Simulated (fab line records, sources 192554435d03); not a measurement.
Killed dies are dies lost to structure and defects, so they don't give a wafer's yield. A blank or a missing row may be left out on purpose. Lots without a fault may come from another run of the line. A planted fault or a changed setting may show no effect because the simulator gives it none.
Chamber matching | flow n5_finfet | N5_FIN_CUT_CUT_ETCH_28 on rie_si-04: 4 sister chambers
The step etches Si in HBr/Cl2/O2, target depth 6 nm, time 2.4 s. 22 wafers are shown with their chamber, then 11 later ones without.

WAFERS WITH THEIR CHAMBER
wafer  | chamber | throttle_valve_pct (%) | drypump_motor_current_A (A) | oes_product_au (a.u.)
L075.3 | 1       | 38.0                   | 5.9                         | 0.985
L075.4 | 3       | 37.1                   | 5.6                         | 1.002
L075.6 | 3       | 37.1                   | 5.6                         | 1.002
L077.1 | 1       | 38.0                   | 5.9                         | 0.984
L077.4 | 0       | 36.7                   | 5.9                         | 1.012
L077.5 | 2       | 37.6                   | 5.1                         | 1.000
L078.1 | 3       | 37.1                   | 5.6                         | 0.988
L078.3 | 1       | 38.0                   | 5.9                         | 0.981
L078.5 | 0       | 36.7                   | 6.0                         | 0.995
L079.2 | 3       | 37.1                   | 5.6                         | 0.996
L079.3 | 0       | 36.7                   | 5.9                         | 1.005
L079.6 | 1       | 38.0                   | 5.9                         | 0.980
L080.3 | 0       | 36.7                   | 6.0                         | 1.010
L080.5 | 2       | 37.6                   | 5.1                         | 0.989
L080.6 | 3       | 37.1                   | 5.6                         | 1.002
L082.1 | 2       | 37.6                   | 5.1                         | 0.990
L082.4 | 1       | 38.0                   | 5.9                         | 0.988
L082.5 | 0       | 36.7                   | 5.9                         | 1.001
L083.1 | 3       | 37.1                   | 5.6                         | 0.999
L083.2 | 2       | 37.5                   | 5.1                         | 0.991
L083.3 | 1       | 38.0                   | 5.9                         | 0.990
L086.1 | 0       | 36.7                   | 6.0                         | 1.003

SIGNATURES (means of the wafers above)
reading                 | chamber 0 | chamber 1 | chamber 2 | chamber 3 | scatter within a chamber
throttle_valve_pct      | 36.700    | 38.000    | 37.575    | 37.100    | 0.0204
drypump_motor_current_A | 5.950     | 5.900     | 5.100     | 5.600     | 0.0289
oes_product_au          | 1.00433   | 0.98467   | 0.99250   | 0.99817   | 0.00525
Rule: a wafer's distance from a chamber is the root of the sum, over the readings, of the square of ((its reading less the chamber's mean) divided by the reading's scatter). The wafer belongs to the nearest chamber; if the next one is less than 2 further off, it can't be placed. The scatter: the root of (the sum of the squares of (reading less its chamber's mean) over the shown wafers, divided by (wafers less chambers)).

WAFERS WITHOUT THEIR CHAMBER
wafer  | throttle_valve_pct (%) | drypump_motor_current_A (A) | oes_product_au (a.u.)
L086.3 | 38.0                   | 5.9                         | 0.985
L086.4 | 37.6                   | 5.1                         | 0.990
L088.3 | 37.6                   | 5.1                         | 0.999
L088.4 | 38.0                   | 5.9                         | 0.980
L088.5 | 37.6                   | 5.1                         | 0.990
L093.3 | 37.5                   | 5.1                         | 0.993
L093.4 | 38.0                   | 5.9                         | 0.978
L093.6 | 37.6                   | 5.1                         | 1.001
L097.1 | 37.6                   | 5.1                         | 0.989
L097.3 | 36.2                   | 5.6                         | 0.995
L097.6 | 37.6                   | 5.1                         | 0.990

WHICH CHAMBER EACH WENT THROUGH
wafer  | from the rows above | in truth
L086.3 | 1                   | 1
L086.4 | 2                   | 2
L088.3 | 2                   | 2
L088.4 | 1                   | 1
L088.5 | 2                   | 2
L093.3 | 2                   | 2
L093.4 | 1                   | 1
L093.6 | 2                   | 2
L097.1 | 2                   | 2
L097.3 | 0                   | 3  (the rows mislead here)
L097.6 | 2                   | 2
Placed correctly: 10 of 11. Can't be placed from these rows: 0. Placed wrongly: 1.
